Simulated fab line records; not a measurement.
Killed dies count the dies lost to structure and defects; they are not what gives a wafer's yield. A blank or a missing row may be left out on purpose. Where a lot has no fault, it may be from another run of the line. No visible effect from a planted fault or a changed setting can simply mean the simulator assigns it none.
fab line records	flow n5_finfet
[record] lots = 10	wafers = 30	last_day = 17
route steps=1938 shown BEOL_M0_CUTY@708 BEOL_M0@723 BEOL_M4@1111 PASSIVATION@1936
lots with no fault: from the same line, run without faults
start_h: start of the lot's first displayed wafer, in hours after the record's first day	wait_h: hours since the lot's step before	" unchanged from the row above	L1.1+2: one row covering several wafers at once	- no value, or no start was given	* or withheld: withheld	< > ~ a bound
route shown NAME@n: NAME is a module with steps in the file, n the number in the route of the first one	usual: average and standard deviation across the fault-free wafers	same: alike in all rows	chamber/n: place in a boat	sites: the reading at each site	_std_site: standard deviation of those values	_edge_site: inner sites' mean taken away from outer sites' mean	radius_mm: for every site, how far away it sits from the centre of the wafer	mask NAME#n: copy n	behind: tool/chamber where the wafer was last shaped	hold: why the lot was held/for how many hours/how that ended	device: whichever transistor did not switch (one of n, p or np)	end of line: the tests these same wafers got at the end of their route	a step with no rows: only its recipe	killed: not the wafer's yield, but the dies lost to structure and defects at the first sort	map: a wafer's dies, marking killed ones x, the rest . and places with no die _
set.NAME: setting as actually run; set.NAME@STEP: the setting as run at that earlier step	model.NAME: the simulator's own value behind a step, which no gauge read
route steps across a sampled set of lots; one table per step, one row per wafer
services: from which hour (start_h, from the record's first day; less than 0 if before it) a tool's chamber was out of use, for how many hours, and why
[[steps]]
[step N5_BEOL_M0_CUTY_CD_MEAS_57]
[recipe] target_cd_nm = 200	landing_energy_ev = 500	detector = se_inlens	polarity = line
[usual] cd_nm = 199.9/0.8
lot.wafer	tool	chamber	start_h	wait_h	cd_nm
L116.2	cd_sem-01	0	121.43	-	198.5
L116.4	"	0	"	"	199.2
L116.5	"	0	"	"	199.6
L126.2	cd_sem-02	0	180.74	-	200.1
L126.3	"	0	"	"	199.8
L126.6	"	0	"	"	200.3
L127.2	cd_sem-01	0	191.61	-	200.0
L127.3	"	0	"	"	200.4
L127.4	"	0	"	"	201.0
L128.2	cd_sem-02	0	192.09	-	201.2
L128.4	"	0	"	"	199.9
L128.6	"	0	"	"	199.6
L130.1	cd_sem-03	0	208.92	-	199.7
L130.5	"	0	"	"	198.8
L130.6	"	0	"	"	199.4
L131.1	cd_sem-03	0	212.17	-	200.4
L131.3	"	0	"	"	200.1
L131.5	"	0	"	"	200.6
L133.1	cd_sem-02	0	222.33	-	199.6
L133.2	"	0	"	"	199.8
L133.5	"	0	"	"	198.7
L134.2	cd_sem-03	0	230.20	-	199.7
L134.4	"	0	"	"	200.0
L134.6	"	0	"	"	199.8
L135.2	cd_sem-03	0	235.63	-	200.1
L135.5	"	0	"	"	200.2
L135.6	"	0	"	"	200.4
L137.1	cd_sem-03	0	246.32	-	198.4
L137.2	"	0	"	"	200.0
L137.3	"	0	"	"	198.8
[step N5_BEOL_M0_CUTY_OVL_MEAS_58]
[recipe] points_per_wafer = 44
[usual] M0_ABLK_OVL = -0.2/0.7
lot.wafer	tool	chamber	start_h	wait_h	M0_ABLK_OVL[nm]
L116.2	overlay-01	0	121.46	0.0	-0.5
L116.4	"	0	"	"	-0.7
L116.5	"	0	"	"	-0.1
L126.2	overlay-02	0	180.77	0.0	-0.2
L126.3	"	0	"	"	-0.4
L126.6	"	0	"	"	-1.0
L127.2	overlay-01	0	191.64	0.0	-1.0
L127.3	"	0	"	"	0.1
L127.4	"	0	"	"	-0.5
L128.2	overlay-02	0	192.11	0.0	0.1
L128.4	"	0	"	"	0.4
L128.6	"	0	"	"	0.7
L130.1	overlay-02	0	208.95	0.0	0.2
L130.5	"	0	"	"	0.3
L130.6	"	0	"	"	0.5
L131.1	overlay-02	0	212.20	0.0	-1.9
L131.3	"	0	"	"	-2.1
L131.5	"	0	"	"	-1.7
L133.1	overlay-02	0	222.36	0.0	-0.8
L133.2	"	0	"	"	-1.3
L133.5	"	0	"	"	-1.3
L134.2	overlay-01	0	230.23	0.0	0.0
L134.4	"	0	"	"	-0.2
L134.6	"	0	"	"	-0.5
L135.2	overlay-01	0	235.66	0.0	-0.5
L135.5	"	0	"	"	-0.6
L135.6	"	0	"	"	0.0
L137.1	overlay-02	0	246.35	0.0	-0.7
L137.2	"	0	"	"	-0.5
L137.3	"	0	"	"	-1.2
[step N5_BEOL_M0_CUTY_ETCH_63]
[recipe] chemistry = N2/H2	target = SOC	target_depth_a = 827	overetch_a = 165	mask_material = SiARC	temp_c = 40	ion_energy_ev = 200	time_s = 124	pressure_mtorr = 30	source_w = 840	bias_w = 150	n2_flow_sccm = 200	h2_flow_sccm = 200
[usual] bias_w = 150.0/0.44	chamber_pressure_mTorr = 30.000/0.028	drypump_motor_current_A = 5.7/0.43	oes_product_au = 0.63/0.05	rf_vpp_V = 524.8/2.1	showerhead_plenum_p_Torr = 2.57/0.068	throttle_valve_pct = 17.72/0.21
lot.wafer	tool	chamber	start_h	wait_h	bias_w	chamber_pressure_mTorr	drypump_motor_current_A	oes_product_au	rf_hours_counter_h	rf_vpp_V	showerhead_plenum_p_Torr	throttle_valve_pct
L116.2	rie_diel-03	2	121.71	0.0	149.8	29.983	5.2	0.64	147	524.4	2.53	17.53
L116.4	"	0	"	"	149.8	29.975	5.3	0.68	85	526.8	2.67	17.43
L116.5	"	1	"	"	150.0	30.048	5.4	0.65	-	524.4	2.57	17.61
L126.2	rie_diel-04	0	181.18	0.0	-	-	-	-	-	-	-	-
L126.3	"	2	"	"	-	-	-	-	-	-	-	-
L126.6	"	0	"	"	-	-	-	-	-	-	-	-
L127.2	rie_diel-03	0	192.03	0.0	-	-	-	-	-	-	-	-
L127.3	"	1	"	"	-	-	-	-	-	-	-	-
L127.4	"	1	"	"	-	-	-	-	-	-	-	-
L128.2	rie_diel-03	2	192.32	0.0	-	-	-	-	-	-	-	-
L128.4	"	1	"	"	-	-	-	-	-	-	-	-
L128.6	"	2	"	"	-	-	-	-	-	-	-	-
L130.1	rie_diel-04	1	209.09	0.0	149.6	30.022	6.0	0.69	50	525.0	2.59	17.91
L130.5	"	3	"	"	150.4	30.005	6.0	0.58	-	525.8	2.61	17.77
L130.6	"	0	"	"	149.8	30.000	6.1	0.61	-	524.2	2.53	18.07
L131.1	rie_diel-04	1	212.45	0.0	149.7	29.979	6.0	0.69	52	525.7	2.59	17.90
L131.3	"	3	"	"	150.1	29.952	5.9	0.59	220	525.7	2.61	17.76
L131.5	"	3	"	"	150.6	29.939	5.9	0.58	-	525.5	2.61	17.76
L133.1	rie_diel-04	3	222.50	0.0	150.3	30.016	5.9	0.58	225	525.6	2.60	17.77
L133.2	"	1	"	"	149.8	29.990	6.0	0.67	57	525.1	2.59	17.92
L133.5	"	3	"	"	150.2	29.973	6.0	0.58	-	523.9	2.60	17.77
L134.2	rie_diel-04	1	230.37	0.0	150.6	30.034	6.0	0.67	61	525.4	2.59	17.89
L134.4	"	3	"	"	150.8	29.992	5.9	0.58	-	525.6	2.60	17.78
L134.6	"	0	"	"	150.2	29.983	6.0	0.60	-	523.4	2.52	18.07
L135.2	rie_diel-04	2	235.80	0.0	150.5	29.953	6.1	0.80	1	521.6	2.50	17.22
L135.5	"	2	"	"	149.9	30.020	6.1	0.79	-	522.8	2.50	17.23
L135.6	"	3	"	"	150.0	30.034	5.9	0.58	-	526.9	2.60	17.77
L137.1	rie_diel-01	3	246.79	0.0	150.0	29.984	6.2	0.67	59	528.2	2.68	17.50
L137.2	"	0	"	"	148.9	29.994	5.8	0.60	190	523.4	2.52	17.72
L137.3	"	2	"	"	149.9	29.972	4.8	0.57	208	521.3	2.42	18.05
[step N5_BEOL_M0_OCD_MEAS_108]
[usual] trench_depth_nm = 32.8/0.51
lot.wafer	tool	chamber	start_h	wait_h	trench_depth_nm
L116.2	ocd-02	-	124.87	0.1	33.0
L116.4	"	-	"	"	32.3
L116.5	"	-	"	"	33.3
L130.1	ocd-02	-	210.95	0.1	33.4
L130.5	"	-	"	"	33.2
L130.6	"	-	"	"	32.5
L131.1	ocd-02	-	214.19	0.1	32.7
L131.3	"	-	"	"	32.2
L131.5	"	-	"	"	32.8
L133.1	ocd-02	-	224.05	0.1	32.5
L133.2	"	-	"	"	32.8
L133.5	"	-	"	"	32.7
L134.2	ocd-01	-	231.77	0.1	32.3
L134.4	"	-	"	"	32.6
L134.6	"	-	"	"	33.0
L135.2	ocd-02	-	236.52	0.1	33.2
L135.5	"	-	"	"	32.9
L135.6	"	-	"	"	33.2
L137.1	ocd-01	-	252.11	0.1	32.9
L137.2	"	-	"	"	31.7
L137.3	"	-	"	"	33.4
[step N5_BEOL_M4_RC_MEAS_101]
[usual] DIBL_N = 36.2/1.7	DIBL_P = 36.2/2.2	IOFF_N = 0.16/0.035	IOFF_P = 0.21/0.042	ION_N = 673/13	ION_P = 462/7.9	SS_N = 71.4/0.59	SS_P = 73.2/0.7	VT_N = 250/3.6	VT_P = -251/3.5
lot.wafer	tool	chamber	start_h	wait_h	DIBL_N[mV/V]	DIBL_P[mV/V]	IOFF_N[nA/um]	IOFF_P[nA/um]	ION_N[uA/um]	ION_P[uA/um]	SS_N[mV/dec]	SS_P[mV/dec]	VT_N[mV]	VT_P[mV]
L116.2	prober-01	0	167.22	0.2	36.3	36.1	0.14	0.19	653	446	70.9	73.0	250	-252
L116.4	"	0	"	"	38.7	40.1	0.21	0.25	688	461	72.5	74.0	243	-247
L116.5	"	0	"	"	36.4	38.5	0.17	0.22	674	465	71.4	73.9	248	-251
L130.1	prober-02	0	250.91	0.0	36.0	36.3	0.17	0.21	684	466	71.8	73.6	251	-251
L130.5	"	0	"	"	33.5	33.6	0.12	0.18	668	463	70.9	72.8	255	-253
L130.6	"	0	"	"	37.8	38.1	0.20	0.26	684	464	71.9	74.1	247	-247
L131.1	prober-02	0	253.65	0.0	34.7	33.5	0.11	0.16	652	449	70.9	72.8	255	-254
L131.3	"	0	"	"	32.8	31.6	0.10	0.13	648	441	70.4	72.4	258	-256
L131.5	"	0	"	"	34.0	32.5	0.11	0.15	664	447	70.9	72.4	254	-256
L133.1	prober-02	0	281.11	0.0	32.5	32.9	0.10	0.15	654	455	71.2	72.3	256	-254
L133.2	"	0	"	"	32.4	31.6	0.10	0.14	648	446	70.5	72.4	256	-255
L133.5	"	0	"	"	32.2	30.7	0.09	0.13	648	446	70.4	72.3	258	-258
L135.2	prober-02	0	284.14	0.2	36.3	37.8	0.16	0.21	675	458	70.9	73.4	251	-251
L135.5	"	0	"	"	35.5	35.8	0.14	0.19	671	461	70.7	73.3	252	-251
L135.6	"	0	"	"	34.4	34.4	0.12	0.16	667	454	71.0	73.1	253	-254
L134.2	prober-01	0	287.95	0.2	35.2	34.0	0.13	0.18	668	460	71.4	72.7	250	-253
L134.4	"	0	"	"	37.4	36.2	0.18	0.22	685	467	71.3	72.8	245	-251
L134.6	"	0	"	"	36.4	34.2	0.15	0.19	661	455	70.8	73.1	249	-252
L137.1	prober-02	0	303.62	0.0	37.0	36.1	0.16	0.21	668	459	71.3	72.9	251	-250
L137.2	"	0	"	"	34.4	33.8	0.12	0.17	666	457	71.0	71.9	255	-253
L137.3	"	0	"	"	37.7	37.8	0.18	0.24	678	459	71.8	73.3	247	-249
[step N5_PASSIVATION_PROBE_49]
[usual] defect_limited_yield = 91.4/1.4	killed_at_M0_to_M3 = 31/10	killed_at_M4_up = 14/5.6	killed_at_contacts = 13/6.3	killed_at_front_end = 39/10	killed_at_other = 4/3.1	killed_dies = 101/16	killed_on_rim = 13/3.9	killed_open = 65/13	killed_short = 34/7.2	sort_bin_5_function = 5.1/0.88	sort_bin_6_memory = 3.2/0.66	sort_bin_8_speed = 0.00/0.007	sort_n_pass = 1079/16	sort_yield_pct = 91.4/1.4
[same] gross_dies = 1180	killed_at_back_side = 0	sort_bin_4_leakage[%] = 0
lot.wafer	tool	chamber	start_h	wait_h	defect_limited_yield[%]	killed_at_M0_to_M3	killed_at_M4_up	killed_at_contacts	killed_at_front_end	killed_at_other	killed_dies	killed_on_rim	killed_open	killed_short	sort_bin_5_function[%]	sort_bin_6_memory[%]	sort_bin_8_speed[%]	sort_n_pass	sort_yield_pct[%]
L116.2	prober-01	-	279.08	0.1	90.2	25	12	23	40	16	116	22	78	38	5.8	3.8	0	1064	90.2
L116.4	prober-01	-	279.18	0.2	91.8	27	5	12	41	12	97	18	70	26	5.0	3.0	0	1083	91.8
L116.5	prober-01	-	279.23	0.2	90.8	34	8	12	48	7	109	11	67	38	5.1	3.5	0	1071	90.8
L126.2	prober-01	-	340.85	0.1	0	1120	13	11	33	3	1180	152	45	35	96.9	2.9	0	0	0
L126.3	prober-01	-	340.90	0.1	0	1088	33	2	54	3	1180	152	90	39	95.8	3.5	0	0	0
L126.6	prober-01	-	341.05	0.3	0	1088	17	17	57	1	1180	152	99	44	95.1	4.2	0	0	0
L127.2	prober-01	-	346.59	0.1	0	1116	11	17	32	4	1180	152	57	40	96.8	3.0	0	0	0
L127.3	prober-01	-	346.64	0.1	0	1105	21	18	36	0	1180	152	81	47	95.8	3.6	0	0	0
L127.4	prober-01	-	346.69	0.2	0	1116	14	19	27	4	1180	152	68	29	97.5	2.3	0	0	0
L128.2	prober-02	-	356.06	0.1	0	1087	17	10	55	11	1180	152	93	46	94.9	4.7	0	0	0
L128.4	prober-02	-	356.16	0.2	0	1109	13	11	36	11	1180	152	53	36	97.0	2.5	0	0	0
L128.6	prober-02	-	356.26	0.3	0	1095	18	8	51	8	1180	152	79	34	95.5	4.1	0	0	0
L131.1	prober-02	-	361.99	0.0	91.6	16	15	25	43	0	99	16	63	36	4.5	3.6	0	1081	91.6
L131.3	prober-02	-	362.09	0.1	93.1	25	13	6	32	5	81	12	50	29	4.5	2.2	0	1099	93.1
L131.5	prober-02	-	362.19	0.2	90.8	24	18	21	44	1	108	15	67	39	5.1	3.6	0	1072	90.8
L130.1	prober-01	-	362.12	0.0	92.0	21	21	15	36	1	94	17	57	33	4.5	3.2	0	1086	92.0
L130.5	prober-01	-	362.32	0.2	91.9	30	17	13	33	3	96	9	65	29	4.9	2.6	0	1084	91.9
L130.6	prober-01	-	362.37	0.3	92.1	22	20	15	36	0	93	10	64	26	5.2	2.5	0	1087	92.1
L134.2	prober-01	-	388.35	0.1	91.2	26	12	7	57	2	104	9	71	33	5.1	3.5	0	1076	91.2
L134.4	prober-01	-	388.45	0.2	92.2	34	14	12	29	3	92	9	55	36	4.9	2.5	0	1088	92.2
L134.6	prober-01	-	388.55	0.3	93.0	20	22	13	28	0	83	10	54	29	4.7	2.1	0	1097	93.0
L135.2	prober-01	-	391.34	0.1	92.2	33	13	7	36	3	92	11	52	38	4.7	2.8	0	1088	92.2
L135.5	prober-01	-	391.49	0.2	91.8	40	17	8	30	2	97	12	58	37	4.7	3.0	0	1083	91.8
L135.6	prober-01	-	391.54	0.3	92.4	36	7	5	41	1	90	12	56	32	4.9	2.3	0	1090	92.4
L133.1	prober-02	-	391.78	0.0	91.9	37	17	2	36	4	96	15	66	27	5.3	2.5	0	1084	91.9
L133.2	prober-02	-	391.83	0.1	91.7	22	9	8	55	4	98	10	61	37	5.2	3.0	0	1082	91.7
L133.5	prober-02	-	391.98	0.2	94.5	29	8	8	19	1	65	6	41	23	3.0	2.3	0.08	1114	94.4
L137.1	prober-01	-	412.57	0.0	93.1	10	11	11	46	4	82	11	54	25	4.1	2.6	0	1098	93.1
L137.2	prober-01	-	412.62	0.1	91.8	18	13	24	35	7	97	8	68	27	5.2	2.9	0	1083	91.8
L137.3	prober-01	-	412.67	0.1	89.2	21	23	21	54	8	127	5	89	37	5.8	4.8	0	1053	89.2
// killed by level:class
L116.2 MOL_CONTACT_COAG:geometric_particle:open=16 STI_FIN_REVEAL:geometric_particle:open=13 FIN_SAQP:geometric_particle:short=8 BEOL_M3:geometric_particle:open=8 FIN_SAQP:geometric_particle:open=7 MOL_CONTACT_COAG:geometric_particle:short=7 BEOL_M5:geometric_particle:open=5 MIM_TOP:geometric_particle:open=5
L116.4 FIN_SAQP:geometric_particle:open=11 MOL_CONTACT_COAG:geometric_particle:open=11 BEOL_M3:geometric_particle:open=11 STI_FIN_REVEAL:geometric_particle:open=5 STARTING-WAFER:geometric_particle:open=5 STARTING-WAFER:geometric_particle:short=5 DUMMY_GATE:geometric_particle:open=4 MIM_TOP:geometric_particle:open=4
L116.5 STI_FIN_REVEAL:geometric_particle:open=11 BEOL_M3:geometric_particle:open=10 FIN_SAQP:geometric_particle:short=9 MOL_CONTACT_COAG:geometric_particle:open=9 BEOL_M0_SAQP:geometric_particle:short=9 BEOL_M5:geometric_particle:open=7 FIN_SAQP:geometric_particle:open=6 BEOL_M0:geometric_particle:open=5
L126.2 BEOL_M0_CUTY:area_etch=1098 FIN_SAQP:geometric_particle:short=9 MOL_CONTACT_COAG:geometric_particle:open=8 BEOL_M1:geometric_particle:open=7 BEOL_M4:geometric_particle:open=7 STARTING-WAFER:geometric_particle:short=6 DUMMY_GATE:geometric_particle:open=5 FIN_SAQP:geometric_particle:open=4
L126.3 BEOL_M0_CUTY:area_etch=1050 BEOL_M4:geometric_particle:open=21 FIN_SAQP:geometric_particle:open=13 BEOL_M1:geometric_particle:open=12 FIN_SAQP:geometric_particle:short=11 GATE_CUT:geometric_particle:open=8 GATE_CUT:geometric_particle:short=6 BEOL_M0:geometric_particle:open=6
L126.6 BEOL_M0_CUTY:area_etch=1036 FIN_SAQP:geometric_particle:open=15 BEOL_M1:geometric_particle:open=14 STI_FIN_REVEAL:geometric_particle:open=12 MOL_CONTACT_COAG:geometric_particle:open=11 BEOL_M2:geometric_particle:open=9 BEOL_M4:geometric_particle:open=9 BEOL_M3:geometric_particle:open=8
L127.2 BEOL_M0_CUTY:area_etch=1083 BEOL_M0_SAQP:geometric_particle:short=13 MOL_CONTACT_COAG:geometric_particle:open=12 BEOL_M4:geometric_particle:open=8 FIN_SAQP:geometric_particle:open=7 BEOL_M0:geometric_particle:open=7 FIN_SAQP:geometric_particle:short=6 STI_FIN_REVEAL:geometric_particle:open=6
L127.3 BEOL_M0_CUTY:area_etch=1050 BEOL_M0_SAQP:geometric_particle:short=16 MOL_CONTACT_COAG:geometric_particle:open=16 FIN_SAQP:geometric_particle:short=12 BEOL_M0_SAQP:geometric_particle:open=10 BEOL_M3:geometric_particle:open=9 BEOL_M4:geometric_particle:open=9 STI_FIN_REVEAL:geometric_particle:open=7
L127.4 BEOL_M0_CUTY:area_etch=1080 MOL_CONTACT_COAG:geometric_particle:open=15 FIN_SAQP:geometric_particle:open=8 BEOL_M0_SAQP:geometric_particle:short=8 BEOL_M0_SAQP:geometric_particle:open=7 FIN_SAQP:geometric_particle:short=6 BEOL_M0:geometric_particle:open=6 STI_FIN_REVEAL:geometric_particle:open=4
L128.2 BEOL_M0_CUTY:area_etch=1038 BEOL_M0_SAQP:geometric_particle:short=16 BEOL_M0_SAQP:geometric_particle:open=14 DUMMY_GATE:geometric_particle:open=11 STI_FIN_REVEAL:geometric_particle:open=9 BEOL_M4:geometric_particle:open=9 MOL_CONTACT_COAG:geometric_particle:open=8 GATE_CUT:geometric_particle:short=7
L128.4 BEOL_M0_CUTY:area_etch=1088 MOL_CONTACT_COAG:geometric_particle:open=9 BEOL_M0_SAQP:geometric_particle:short=7 FIN_SAQP:geometric_particle:short=6 FIN_SAQP:geometric_particle:open=5 DUMMY_GATE:geometric_particle:short=5 DUMMY_GATE:geometric_particle:open=5 BEOL_M2:geometric_particle:open=5
L128.6 BEOL_M0_CUTY:area_etch=1063 FIN_SAQP:geometric_particle:open=13 BEOL_M0_SAQP:geometric_particle:open=12 GATE_CUT:geometric_particle:open=9 BEOL_M0_SAQP:geometric_particle:short=7 STI_FIN_REVEAL:geometric_particle:open=6 DUMMY_GATE:geometric_particle:open=6 MOL_CONTACT_COAG:geometric_particle:open=5
L131.1 MOL_CONTACT_COAG:geometric_particle:open=19 FIN_SAQP:geometric_particle:short=9 BEOL_M4:geometric_particle:open=9 FIN_SAQP:geometric_particle:open=8 GATE_CUT:geometric_particle:short=8 MOL_CONTACT_COAG:geometric_particle:short=6 BEOL_M0_SAQP:geometric_particle:open=5 STARTING-WAFER:geometric_particle:open=5
L131.3 BEOL_M2:geometric_particle:open=7 FIN_SAQP:geometric_particle:short=6 MOL_CONTACT_COAG:geometric_particle:open=6 GATE_CUT:geometric_particle:short=5 BEOL_M0_SAQP:geometric_particle:open=5 BEOL_M0_SAQP:geometric_particle:short=5 BEOL_M4:geometric_particle:open=5 FIN_SAQP:geometric_particle:open=4
L130.1 MOL_CONTACT_COAG:geometric_particle:open=10 BEOL_M4:geometric_particle:open=8 DUMMY_GATE:geometric_particle:short=6 DUMMY_GATE:geometric_particle:open=6 GATE_CUT:geometric_particle:short=6 BEOL_M0_SAQP:geometric_particle:open=6 MOL_CONTACT_COAG:geometric_particle:short=5 BEOL_M3:geometric_particle:short=5
L131.5 MOL_CONTACT_COAG:geometric_particle:open=20 FIN_SAQP:geometric_particle:short=17 BEOL_M4:geometric_particle:open=9 BEOL_M0_SAQP:geometric_particle:short=8 FIN_SAQP:geometric_particle:open=6 GATE_CUT:geometric_particle:short=6 BEOL_M0_SAQP:geometric_particle:open=6 BEOL_M2:geometric_particle:open=6
L130.5 MOL_CONTACT_COAG:geometric_particle:open=10 FIN_SAQP:geometric_particle:open=9 BEOL_M0_SAQP:geometric_particle:open=7 BEOL_M0_SAQP:geometric_particle:short=7 BEOL_M1:geometric_particle:open=6 BEOL_M5:geometric_particle:open=6 FIN_SAQP:geometric_particle:short=4 STI_FIN_REVEAL:geometric_particle:open=4
L130.6 BEOL_M4:geometric_particle:open=11 MOL_CONTACT_COAG:geometric_particle:open=10 FIN_SAQP:geometric_particle:open=8 DUMMY_GATE:geometric_particle:open=6 BEOL_M3:geometric_particle:short=6 MOL_CONTACT_COAG:geometric_particle:short=5 BEOL_M0_SAQP:geometric_particle:open=5 BEOL_M3:geometric_particle:open=5
L134.2 FIN_SAQP:geometric_particle:open=16 BEOL_M0_SAQP:geometric_particle:open=14 FIN_SAQP:geometric_particle:short=8 STI_FIN_REVEAL:geometric_particle:open=8 GATE_CUT:geometric_particle:short=5 GATE_CUT:geometric_particle:open=5 BEOL_M0_SAQP:geometric_particle:short=5 BEOL_M4:geometric_particle:open=5
L134.4 BEOL_M0_SAQP:geometric_particle:short=9 MOL_CONTACT_COAG:geometric_particle:open=9 BEOL_M3:geometric_particle:open=6 FIN_SAQP:geometric_particle:open=5 GATE_CUT:geometric_particle:short=5 BEOL_M1:geometric_particle:open=5 BEOL_M2:geometric_particle:open=5 FIN_SAQP:geometric_particle:short=4
L134.6 MOL_CONTACT_COAG:geometric_particle:open=9 BEOL_M4:geometric_particle:open=7 FIN_SAQP:geometric_particle:short=6 GATE_CUT:geometric_particle:short=6 BEOL_M5:geometric_particle:open=6 BEOL_M3:geometric_particle:open=5 FIN_SAQP:geometric_particle:open=4 MOL_CONTACT_COAG:geometric_particle:short=4
L135.2 BEOL_M0_SAQP:geometric_particle:open=9 BEOL_M0_SAQP:geometric_particle:short=8 BEOL_M4:geometric_particle:open=6 FIN_SAQP:geometric_particle:short=5 STARTING-WAFER:geometric_particle:short=5 FIN_SAQP:geometric_particle:open=4 STI_FIN_REVEAL:geometric_particle:open=4 DUMMY_GATE:geometric_particle:open=4
L135.5 BEOL_M0_SAQP:geometric_particle:short=10 BEOL_M0_SAQP:geometric_particle:open=9 MOL_CONTACT_COAG:geometric_particle:open=8 FIN_SAQP:geometric_particle:short=7 BEOL_M2:geometric_particle:open=5 STI_FIN_REVEAL:geometric_particle:open=4 BEOL_M4:geometric_particle:open=4 BEOL_M3:geometric_particle:open=4
L135.6 BEOL_M0_SAQP:geometric_particle:open=12 FIN_SAQP:geometric_particle:short=11 FIN_SAQP:geometric_particle:open=9 STI_FIN_REVEAL:geometric_particle:open=7 BEOL_M1:geometric_particle:open=6 BEOL_M2:geometric_particle:open=5 BEOL_M2:geometric_particle:short=5 BEOL_M0_SAQP:geometric_particle:short=4
L133.1 BEOL_M4:geometric_particle:open=11 FIN_SAQP:geometric_particle:open=10 BEOL_M3:geometric_particle:open=9 BEOL_M0_SAQP:geometric_particle:short=7 BEOL_M0_SAQP:geometric_particle:open=7 FIN_SAQP:geometric_particle:short=6 STI_FIN_REVEAL:geometric_particle:open=6 BEOL_M1:geometric_particle:open=5
L133.2 FIN_SAQP:geometric_particle:open=18 FIN_SAQP:geometric_particle:short=12 STI_FIN_REVEAL:geometric_particle:open=7 MOL_CONTACT_COAG:geometric_particle:open=7 BEOL_M0_SAQP:geometric_particle:open=5 BEOL_M1:geometric_particle:open=5 BEOL_M2:geometric_particle:open=5 STARTING-WAFER:geometric_particle:short=4
L133.5 BEOL_M0_SAQP:geometric_particle:short=9 MOL_CONTACT_COAG:geometric_particle:open=8 BEOL_M2:geometric_particle:open=6 BEOL_M0_SAQP:geometric_particle:open=5 FIN_SAQP:geometric_particle:short=4 BEOL_M4:geometric_particle:short=4 BEOL_M3:geometric_particle:open=4 DUMMY_GATE:geometric_particle:short=3
L137.1 FIN_SAQP:geometric_particle:open=12 MOL_CONTACT_COAG:geometric_particle:open=11 FIN_SAQP:geometric_particle:short=10 DUMMY_GATE:geometric_particle:open=8 BEOL_M1:geometric_particle:open=7 STI_FIN_REVEAL:geometric_particle:open=3 GATE_CUT:geometric_particle:short=3 BEOL_M8:geometric_particle:open=3
L137.2 MOL_CONTACT_COAG:geometric_particle:open=21 STI_FIN_REVEAL:geometric_particle:open=9 BEOL_M1:geometric_particle:open=7 FIN_SAQP:geometric_particle:short=6 FIN_SAQP:geometric_particle:open=5 GATE_CUT:geometric_particle:short=4 BEOL_M4:geometric_particle:short=4 DUMMY_GATE:geometric_particle:open=3
L137.3 STI_FIN_REVEAL:geometric_particle:open=20 MOL_CONTACT_COAG:geometric_particle:open=17 FIN_SAQP:geometric_particle:open=14 FIN_SAQP:geometric_particle:short=10 BEOL_M4:geometric_particle:open=7 BEOL_M1:geometric_particle:open=5 BEOL_M5:geometric_particle:open=5 BEOL_M4:geometric_particle:short=4
[[services]]
tool	chamber	start_h	hours	kind
rie_diel-01	0	112.49	8.4	repair
rie_diel-03	-	150.21	4.3	pm
rie_diel-04	1	161.52	5.3	repair
rie_diel-03	3	180.27	-	clean
rie_diel-03	3	180.27	-	consumable_replace:focus_ring
rie_diel-03	3	180.27	28.1	scheduled_down
rie_diel-03	3	180.27	28.1	vent_cycle
rie_diel-01	3	191.98	14.3	repair
rie_diel-04	2	210.28	-	clean
rie_diel-04	2	210.28	-	consumable_replace:focus_ring
rie_diel-04	2	210.28	22.0	scheduled_down
rie_diel-04	2	210.28	22.0	vent_cycle
rie_diel-03	-	211.67	1.7	repair
[[key]]
[first_sign] step = N5_BEOL_M0_CUTY_ETCH_63	reading = tool_record	direction = missing
[effect] step = N5_PASSIVATION_PROBE_49	reading = killed_at_M0_to_M3	direction = up	sigmas = 99+	usual = 31	struck = 1103
[more_kills_born_at] N5_BEOL_M0_CUTY_ETCH_63@rie_diel-03 = 6402	N5_BEOL_M0_CUTY_ETCH_63@rie_diel-04 = 3184
met_at N5_BEOL_M0_CUTY_ETCH_63
struck_lots L126,L127,L128
later_rows_left_out L126.2,L126.3,L126.6,L127.2,L127.3,L127.4,L128.2,L128.4,L128.6
not_acting_at N5_BEOL_M0_CUTY_CD_MEAS_57,N5_BEOL_M0_CUTY_OVL_MEAS_58,N5_BEOL_M0_OCD_MEAS_108
onset_between 121.71 181.18
[fault] kind = skipped_step_whole	tool = rie_diel-03,rie_diel-04	chamber = -	onset_h = 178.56	steps = N5_BEOL_M0_CUTY_ETCH_63	scope = struck_lots_only
// later_rows_left_out: the simulator's readings of these wafers behind a module that went badly wrong aren't trusted and aren't shown, but for the sort
